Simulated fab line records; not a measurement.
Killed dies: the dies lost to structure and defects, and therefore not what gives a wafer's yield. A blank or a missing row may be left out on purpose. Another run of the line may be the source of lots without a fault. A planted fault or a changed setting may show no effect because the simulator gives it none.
Chamber matching ; flow n5Finfet ; rieDiel-04 running N5_MOL_CONTACT_COAG_STRIP_72: 4 sister chambers
The step strips in N2/H2. 8 wafers are shown with their chamber, then 8 later ones without.

## WAFERS PAIRED WITH THEIR CHAMBERS
wafer;chamber;drypumpMotorCurrentA (A);showerheadPlenumPTorr (Torr)
L075.4;1;5.3;2.61
L075.6;1;5.3;2.61
L077.6;2;4.8;2.48
L079.4;3;5.6;2.42
L079.6;3;5.6;2.42
L083.1;2;4.8;2.47
L083.5;0;5.8;2.42
L087.1;0;5.9;2.42

## WAFERS WHOSE CHAMBER IS MISSING
wafer;drypumpMotorCurrentA (A);showerheadPlenumPTorr (Torr)
L087.2;5.3;2.60
L087.6;5.9;2.42
L090.2;5.6;2.41
L090.3;5.3;2.60
L090.4;4.8;2.46
L091.1;5.3;2.60
L091.3;5.7;2.41
L091.4;5.9;2.41

## EACH ONE'S CHAMBER
wafer;from the rows above;in truth
L087.2;1;1
L087.6;0;0
L090.2;3;3
L090.3;1;1
L090.4;2;2
L091.1;1;1
L091.3;can't be placed: 3 or 0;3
L091.4;0;0
Correctly placed: 7 of 8. Unplaceable from these rows: 1, with the true chamber sitting among the candidates in 1. 0 placed wrongly.
How it was worked out, from the rows above alone: a wafer's distance from a chamber is the root of the sum, over the readings, of the square of ((its reading less the chamber's mean) divided by the reading's scatter). The wafer belongs to the nearest chamber; if the next one is less than 2 further off, it can't be placed. A chamber's mean is the mean of its shown wafers. The scatter: take each reading less its chamber's mean, square it, sum over the shown wafers, divide by the number of wafers less the number of chambers, and take the root.
